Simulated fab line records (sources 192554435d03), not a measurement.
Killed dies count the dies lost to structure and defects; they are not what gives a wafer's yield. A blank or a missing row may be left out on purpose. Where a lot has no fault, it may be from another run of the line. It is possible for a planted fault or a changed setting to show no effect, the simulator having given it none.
fab line records    flow n5-finfet    part 2 of 2: steps 16 to 16 of 16
record lots=6  wafers=18  last-day=19
route steps=1938 shown SDB@361 BEOL_M4@1111 PASSIVATION@1936
lots untouched by any fault: they come from a run of this same line in which no faults occurred
start-h: hours from the record's first day to the start of the lot's first wafer shown    wait-h: hours elapsed since this lot's preceding step    " same as the row above    L1.1+2: a row that stands for several wafers    - no value, or no start was given    * or withheld: withheld    < > ~ a bound
route shown NAME@n: NAME is a module with steps in the file, n the number in the route of the first one    usual: mean and standard deviation over wafers with no fault    same: alike in all rows    chamber/n: place in a boat    sites: readings site by site    _std_site: the standard deviation of these    _edge_site: outer sites' mean less inner sites'    radius-mm: how far each site lies from the wafer's centre    mask NAME#n: copy n    behind: the last tool/chamber to shape the wafer    hold: why the lot went on hold/how many hours it stayed there/how the hold came to an end    device: the transistor (n, p or np) that didn't switch    end of line: at the end of the route, the tests of the same wafers    where a step has no rows: the recipe by itself    killed: not the wafer's yield, but the dies lost to structure and defects at the first sort    map: the dies of a wafer, with x for killed, . for not killed, _ for no die there
set.NAME: the run value of the setting; set.NAME@STEP: its run value at that earlier step    model.NAME: the simulator's own value behind a step, which no gauge read
lots at some steps of the route; a table a step, a row a wafer
services: from which hour (start-h, from the record's first day; less than 0 if before it) a tool's chamber was out of use, for how many hours, and why
## steps
# step N5_PASSIVATION_PROBE_49
# usual defect-limited-yield=91.6/1.6  killed_at_M0_to_M3=32/9.7  killed_at_M4_up=13/4.4  killed-at-contacts=12/6.5  killed-at-front-end=38/12  killed-at-other=3.7/3  killed-dies=99/18  killed-on-rim=13/3.9  killed-open=66/14  killed-short=32/7.5  sort_bin_5_function=4.9/1  sort_bin_6_memory=3.2/0.73  sort-n-pass=1081/18  sort-yield-pct=91.6/1.6
# same gross-dies=1180  killed-at-back-side=0  sort_bin_4_leakage[%]=0  sort_bin_8_speed[%]=0
lot.wafer  tool       chamber  start-h  wait-h  defect-limited-yield[%]  killed_at_M0_to_M3  killed_at_M4_up  killed-at-contacts  killed-at-front-end  killed-at-other  killed-dies  killed-on-rim  killed-open  killed-short  sort_bin_5_function[%]  sort_bin_6_memory[%]  sort-n-pass  sort-yield-pct[%]
L687.2     prober-02  -        302.46   0.1     0                        26                  21               12                  1115                 6                1180         152            66           30            96.4                    3.4                   0            0
L687.4     prober-02  -        302.56   0.2     0                        37                  20               23                  1099                 1                1180         152            72           25            96.7                    3.1                   0            0
L687.6     prober-02  -        302.66   0.3     0                        32                  18               7                   1121                 2                1180         152            57           29            96.8                    3.1                   0            0
L686.2     prober-02  -        319.30   0.1     92.4                     24                  15               27                  21                   3                90           14             65           25            4.3                     3.0                   1090         92.4
L686.3     prober-02  -        319.35   0.1     94.5                     20                  6                9                   29                   1                65           16             46           19            3.4                     1.9                   1115         94.5
L686.5     prober-02  -        319.45   0.2     91.9                     20                  14               28                  32                   2                96           9              65           30            5.2                     2.7                   1084         91.9
L688.2     prober-01  -        325.97   0.1     0                        20                  14               20                  1118                 8                1180         152            71           37            96.4                    3.3                   0            0
L688.4     prober-01  -        326.07   0.2     0                        18                  13               10                  1139                 0                1180         152            46           21            97.5                    2.5                   0            0
L688.6     prober-01  -        326.17   0.3     0                        16                  13               19                  1125                 7                1180         152            48           27            97.6                    2.0                   0            0
L696.3     prober-01  -        409.09   0.1     91.9                     29                  13               9                   42                   2                95           15             66           26            4.8                     3.2                   1085         91.9
L696.5     prober-01  -        409.19   0.2     90.9                     40                  12               13                  40                   2                107          11             69           38            5.6                     3.2                   1073         90.9
L696.6     prober-01  -        409.24   0.3     91.1                     46                  10               4                   36                   9                105          11             67           38            5.8                     2.6                   1075         91.1
L698.1     prober-01  -        419.29   0.0     92.7                     27                  14               6                   33                   6                86           12             58           27            4.3                     2.7                   1094         92.7
L698.4     prober-01  -        419.44   0.2     92.5                     31                  12               7                   36                   3                89           8              61           26            4.7                     2.6                   1091         92.5
L698.5     prober-01  -        419.49   0.2     94.4                     20                  9                11                  22                   4                66           8              43           23            3.0                     2.4                   1114         94.4
L705.3     prober-02  -        454.19   0.1     89.9                     27                  14               8                   65                   5                119          14             89           30            6.3                     3.5                   1061         89.9
L705.4     prober-02  -        454.24   0.2     89.2                     21                  18               13                  72                   3                127          16             94           33            6.0                     4.4                   1053         89.2
L705.6     prober-02  -        454.34   0.3     88.5                     56                  11               8                   56                   5                136          17             84           51            6.9                     4.5                   1044         88.5
# killed by level:class
L687.2 SDB:area-ald=1084 FIN_SAQP:geometric-particle:open=9 MOL_CONTACT_COAG:geometric-particle:open=8 BEOL_M4:geometric-particle:open=8 BEOL_M2:geometric-particle:open=7 BEOL_M3:geometric-particle:open=6 FIN_SAQP:geometric-particle:short=5 BEOL_M0_SAQP:geometric-particle:short=5
L687.4 SDB:area-ald=1083 MOL_CONTACT_COAG:geometric-particle:open=16 BEOL_M4:geometric-particle:open=15 BEOL_M2:geometric-particle:open=11 MOL_CONTACT_COAG:geometric-particle:short=7 BEOL_M0_SAQP:geometric-particle:open=7 BEOL_M3:geometric-particle:open=7 BEOL_M0_SAQP:geometric-particle:short=6
L687.6 SDB:area-ald=1094 BEOL_M0_SAQP:geometric-particle:open=8 BEOL_M2:geometric-particle:open=6 BEOL_M3:geometric-particle:open=6 STARTING-WAFER:geometric-particle:open=6 FIN_SAQP:geometric-particle:open=5 BEOL_M5:geometric-particle:open=5 MOL_CONTACT_COAG:geometric-particle:open=4
L686.2 MOL_CONTACT_COAG:geometric-particle:open=24 BEOL_M4:geometric-particle:open=8 STI_FIN_REVEAL:geometric-particle:open=7 BEOL_M0_SAQP:geometric-particle:short=6 BEOL_M0_SAQP:geometric-particle:open=5 BEOL_M1:geometric-particle:open=4 DUMMY_GATE:geometric-particle:short=3 MOL_CONTACT_COAG:geometric-particle:short=3
L686.3 MOL_CONTACT_COAG:geometric-particle:open=8 STI_FIN_REVEAL:geometric-particle:open=6 DUMMY_GATE:geometric-particle:open=6 FIN_SAQP:geometric-particle:open=5 FIN_SAQP:geometric-particle:short=4 BEOL_M0_SAQP:geometric-particle:open=4 BEOL_M0_SAQP:geometric-particle:short=4 BEOL_M1:geometric-particle:open=4
L686.5 MOL_CONTACT_COAG:geometric-particle:open=20 MOL_CONTACT_COAG:geometric-particle:short=8 BEOL_M4:geometric-particle:open=6 FIN_SAQP:geometric-particle:open=5 ILD0:geometric-particle:open=5 STI_FIN_REVEAL:geometric-particle:open=4 BEOL_M0_SAQP:geometric-particle:short=4 BEOL_M2:geometric-particle:open=4
L688.2 SDB:area-ald=1072 MOL_CONTACT_COAG:geometric-particle:open=12 FIN_SAQP:geometric-particle:open=9 STI_FIN_REVEAL:geometric-particle:open=9 FIN_SAQP:geometric-particle:short=8 MOL_CONTACT_COAG:geometric-particle:short=8 GATE_CUT:geometric-particle:short=7 DUMMY_GATE:geometric-particle:open=6
L688.4 SDB:area-ald=1113 FIN_SAQP:geometric-particle:open=7 MOL_CONTACT_COAG:geometric-particle:open=7 BEOL_M3:geometric-particle:open=7 FIN_SAQP:geometric-particle:short=6 BEOL_M0_SAQP:geometric-particle:open=4 BEOL_M4:geometric-particle:open=4 BEOL_M1:geometric-particle:short=3
L688.6 SDB:area-ald=1105 MOL_CONTACT_COAG:geometric-particle:open=14 BEOL_M0_SAQP:geometric-particle:short=6 MOL_CONTACT_COAG:geometric-particle:short=5 BEOL_M3:geometric-particle:open=4 BEOL_M4:geometric-particle:open=4 MIM_TOP:geometric-particle:short=4 FIN_SAQP:geometric-particle:open=3
L696.3 FIN_SAQP:geometric-particle:open=9 FIN_SAQP:geometric-particle:short=9 STI_FIN_REVEAL:geometric-particle:open=9 MOL_CONTACT_COAG:geometric-particle:open=8 BEOL_M0_SAQP:geometric-particle:short=5 BEOL_M0:geometric-particle:open=5 DUMMY_GATE:geometric-particle:open=4 BEOL_M2:geometric-particle:open=4
L696.5 BEOL_M0_SAQP:geometric-particle:short=12 FIN_SAQP:geometric-particle:open=9 FIN_SAQP:geometric-particle:short=9 MOL_CONTACT_COAG:geometric-particle:open=9 STI_FIN_REVEAL:geometric-particle:open=7 BEOL_M2:geometric-particle:open=7 BEOL_M0_SAQP:geometric-particle:open=6 BEOL_M0:geometric-particle:open=5
L696.6 BEOL_M0_SAQP:geometric-particle:short=13 STI_FIN_REVEAL:geometric-particle:open=11 BEOL_M0_SAQP:geometric-particle:open=11 BEOL_M1:geometric-particle:open=10 FIN_SAQP:geometric-particle:short=6 FIN_SAQP:geometric-particle:open=4 DUMMY_GATE:geometric-particle:open=4 MOL_CONTACT_COAG:geometric-particle:open=4
L698.1 BEOL_M3:geometric-particle:open=12 MOL_CONTACT_COAG:geometric-particle:open=6 FIN_SAQP:geometric-particle:short=5 BEOL_M0_SAQP:geometric-particle:open=5 FIN_SAQP:geometric-particle:open=4 DUMMY_GATE:geometric-particle:open=4 GATE_CUT:geometric-particle:short=4 BEOL_M0_SAQP:geometric-particle:short=4
L698.4 BEOL_M3:geometric-particle:open=9 FIN_SAQP:geometric-particle:open=8 FIN_SAQP:geometric-particle:short=7 BEOL_M0_SAQP:geometric-particle:open=7 MOL_CONTACT_COAG:geometric-particle:open=5 BEOL_M2:geometric-particle:open=5 ILD0:geometric-particle:short=4 BEOL_M0_SAQP:geometric-particle:short=4
L698.5 MOL_CONTACT_COAG:geometric-particle:open=9 DUMMY_GATE:geometric-particle:open=4 BEOL_M0_SAQP:geometric-particle:open=4 BEOL_M2:geometric-particle:open=4 BEOL_M3:geometric-particle:open=4 FIN_SAQP:geometric-particle:open=3 STI_FIN_REVEAL:geometric-particle:open=3 GATE_CUT:geometric-particle:short=3
L705.3 STI_FIN_REVEAL:geometric-particle:open=25 FIN_SAQP:geometric-particle:open=11 MOL_CONTACT_COAG:geometric-particle:open=8 BEOL_M0_SAQP:geometric-particle:short=8 BEOL_M3:geometric-particle:open=6 DUMMY_GATE:geometric-particle:open=6 BEOL_M4:geometric-particle:open=6 FIN_SAQP:geometric-particle:short=5
L705.4 STI_FIN_REVEAL:geometric-particle:open=32 MOL_CONTACT_COAG:geometric-particle:open=13 BEOL_M4:geometric-particle:open=11 STI_FIN_REVEAL:geometric-particle:short=8 DUMMY_GATE:geometric-particle:open=7 FIN_SAQP:geometric-particle:open=5 GATE_CUT:geometric-particle:short=5 BEOL_M0_SAQP:geometric-particle:open=5
L705.6 BEOL_M0_SAQP:geometric-particle:short=18 BEOL_M0_SAQP:geometric-particle:open=15 STI_FIN_REVEAL:geometric-particle:open=9 BEOL_M2:geometric-particle:open=8 BEOL_M3:geometric-particle:open=8 FIN_SAQP:geometric-particle:open=7 FIN_SAQP:geometric-particle:short=7 DUMMY_GATE:geometric-particle:open=6
# map L687.2 (x killed, . not)
_________________xxxxxxxxxxxx________________
______________xxxxxxxxxxxxxxxxxx_____________
___________xxxxxxxxxxxxxxxxxxxxxxxx__________
__________xxxxxxxxxxxxxxxxxxxxxxxxxx_________
________xxxxxxxxxxxxxxxxxxxxxxxxxxxxxx_______
_______xxxxxxxxxxxxxxxxxxxxxxxxxxxxxxxx______
______xxxxxxxxxxxxxxxxxxxxxxxxxxxxxxxxxx_____
_____xxxxxxxxxxxxxxxxxxxxxxxxxxxxxxxxxxxx____
____xxxxxxxxxxxxxxxxxxxxxxxxxxxxxxxxxxxxxx___
___xxxxxxxxxxxxxxxxxxxxxxxxxxxxxxxxxxxxxxxx__
___xxxxxxxxxxxxxxxxxxxxxxxxxxxxxxxxxxxxxxxx__
__xxxxxxxxxxxxxxxxxxxxxxxxxxxxxxxxxxxxxxxxxx_
__xxxxxxxxxxxxxxxxxxxxxxxxxxxxxxxxxxxxxxxxxx_
_xxxxxxxxxxxxxxxxxxxxxxxxxxxxxxxxxxxxxxxxxxxx
_xxxxxxxxxxxxxxxxxxxxxxxxxxxxxxxxxxxxxxxxxxxx
_xxxxxxxxxxxxxxxxxxxxxxxxxxxxxxxxxxxxxxxxxxxx
_xxxxxxxxxxxxxxxxxxxxxxxxxxxxxxxxxxxxxxxxxxxx
_xxxxxxxxxxxxxxxxxxxxxxxxxxxxxxxxxxxxxxxxxxxx
_xxxxxxxxxxxxxxxxxxxxxxxxxxxxxxxxxxxxxxxxxxxx
_xxxxxxxxxxxxxxxxxxxxxxxxxxxxxxxxxxxxxxxxxxxx
_xxxxxxxxxxxxxxxxxxxxxxxxxxxxxxxxxxxxxxxxxxxx
__xxxxxxxxxxxxxxxxxxxxxxxxxxxxxxxxxxxxxxxxxx_
__xxxxxxxxxxxxxxxxxxxxxxxxxxxxxxxxxxxxxxxxxx_
___xxxxxxxxxxxxxxxxxxxxxxxxxxxxxxxxxxxxxxxx__
___xxxxxxxxxxxxxxxxxxxxxxxxxxxxxxxxxxxxxxxx__
____xxxxxxxxxxxxxxxxxxxxxxxxxxxxxxxxxxxxxx___
_____xxxxxxxxxxxxxxxxxxxxxxxxxxxxxxxxxxxx____
______xxxxxxxxxxxxxxxxxxxxxxxxxxxxxxxxxx_____
_______xxxxxxxxxxxxxxxxxxxxxxxxxxxxxxxx______
________xxxxxxxxxxxxxxxxxxxxxxxxxxxxxx_______
__________xxxxxxxxxxxxxxxxxxxxxxxxxx_________
___________xxxxxxxxxxxxxxxxxxxxxxxx__________
______________xxxxxxxxxxxxxxxxxx_____________
_________________xxxxxxxxxxxx________________
# map L688.2 (x killed, . not)
_________________xxxxxxxxxxxx________________
______________xxxxxxxxxxxxxxxxxx_____________
___________xxxxxxxxxxxxxxxxxxxxxxxx__________
__________xxxxxxxxxxxxxxxxxxxxxxxxxx_________
________xxxxxxxxxxxxxxxxxxxxxxxxxxxxxx_______
_______xxxxxxxxxxxxxxxxxxxxxxxxxxxxxxxx______
______xxxxxxxxxxxxxxxxxxxxxxxxxxxxxxxxxx_____
_____xxxxxxxxxxxxxxxxxxxxxxxxxxxxxxxxxxxx____
____xxxxxxxxxxxxxxxxxxxxxxxxxxxxxxxxxxxxxx___
___xxxxxxxxxxxxxxxxxxxxxxxxxxxxxxxxxxxxxxxx__
___xxxxxxxxxxxxxxxxxxxxxxxxxxxxxxxxxxxxxxxx__
__xxxxxxxxxxxxxxxxxxxxxxxxxxxxxxxxxxxxxxxxxx_
__xxxxxxxxxxxxxxxxxxxxxxxxxxxxxxxxxxxxxxxxxx_
_xxxxxxxxxxxxxxxxxxxxxxxxxxxxxxxxxxxxxxxxxxxx
_xxxxxxxxxxxxxxxxxxxxxxxxxxxxxxxxxxxxxxxxxxxx
_xxxxxxxxxxxxxxxxxxxxxxxxxxxxxxxxxxxxxxxxxxxx
_xxxxxxxxxxxxxxxxxxxxxxxxxxxxxxxxxxxxxxxxxxxx
_xxxxxxxxxxxxxxxxxxxxxxxxxxxxxxxxxxxxxxxxxxxx
_xxxxxxxxxxxxxxxxxxxxxxxxxxxxxxxxxxxxxxxxxxxx
_xxxxxxxxxxxxxxxxxxxxxxxxxxxxxxxxxxxxxxxxxxxx
_xxxxxxxxxxxxxxxxxxxxxxxxxxxxxxxxxxxxxxxxxxxx
__xxxxxxxxxxxxxxxxxxxxxxxxxxxxxxxxxxxxxxxxxx_
__xxxxxxxxxxxxxxxxxxxxxxxxxxxxxxxxxxxxxxxxxx_
___xxxxxxxxxxxxxxxxxxxxxxxxxxxxxxxxxxxxxxxx__
___xxxxxxxxxxxxxxxxxxxxxxxxxxxxxxxxxxxxxxxx__
____xxxxxxxxxxxxxxxxxxxxxxxxxxxxxxxxxxxxxx___
_____xxxxxxxxxxxxxxxxxxxxxxxxxxxxxxxxxxxx____
______xxxxxxxxxxxxxxxxxxxxxxxxxxxxxxxxxx_____
_______xxxxxxxxxxxxxxxxxxxxxxxxxxxxxxxx______
________xxxxxxxxxxxxxxxxxxxxxxxxxxxxxx_______
__________xxxxxxxxxxxxxxxxxxxxxxxxxx_________
___________xxxxxxxxxxxxxxxxxxxxxxxx__________
______________xxxxxxxxxxxxxxxxxx_____________
_________________xxxxxxxxxxxx________________
## services
tool             chamber  start-h  hours  kind
ald-sin-02       -        68.15    0.8    repair
ald-sin-02       -        85.54    14.0   pm
rie-diel-04      3        101.78   -      clean
cmp-03           -        113.28   7.0    pm
cmp-04           -        113.89   0.6    repair
plasma-asher-01  -        117.89   8.2    repair
rie-diel-04      -        119.54   2.3    repair
ald-sin-02       1        121.26   3.1    repair
cmp-04           -        131.11   6.7    pm
rie-diel-05      -        132.88   14.6   pm
plasma-asher-02  -        146.07   28.1   pm
ald-sin-02       1        154.93   13.9   repair
cmp-03           -        162.99   4.0    pm
rie-diel-05      1        173.90   8.8    repair
rie-diel-04      1        176.16   8.1    repair
ald-sin-04       -        178.82   14.0   pm
rie-diel-01      0        182.28   1.9    repair
ald-sin-02       3        182.80   13.9   repair
cmp-04           -        182.94   5.0    pm
plasma-asher-01  -        183.68   14.6   pm
plasma-asher-02  -        187.79   18.5   repair
cmp-03           -        188.84   1.4    repair
rie-diel-01      2        190.80   1.6    repair
ald-sin-01       -        211.62   0.5    repair
## key
first-sign step=N5_SDB_ALD_29  reading=tool-record  direction=missing
effect step=N5_SDB_CMP_30  reading=time-to-endpoint-s  direction=down  sigmas=4.6  usual=*  struck=*
effect step=N5_PASSIVATION_PROBE_49  reading=sort_bin_5_function  direction=up  sigmas=90  usual=4.9  struck=96.9
more-kills-born-at N5_SDB_ALD_29@ald-sin-01=3290  N5_SDB_ALD_29@ald-sin-04=3261
met-at N5_SDB_ALD_29
struck-wafers L687.2,L687.4,L687.6,L688.2,L688.4,L688.6
later-rows-left-out L687.2,L687.4,L687.6,L688.2,L688.4,L688.6
onset-between 91.54 98.72
fault kind=skipped-step-whole  tool=ald-sin-01,ald-sin-04  chamber=-  onset-h=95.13  steps=N5_SDB_ALD_29  scope=struck-lots-only
# later-rows-left-out: the simulator's readings of these wafers behind a module that went badly wrong aren't trusted and aren't shown, but for the sort
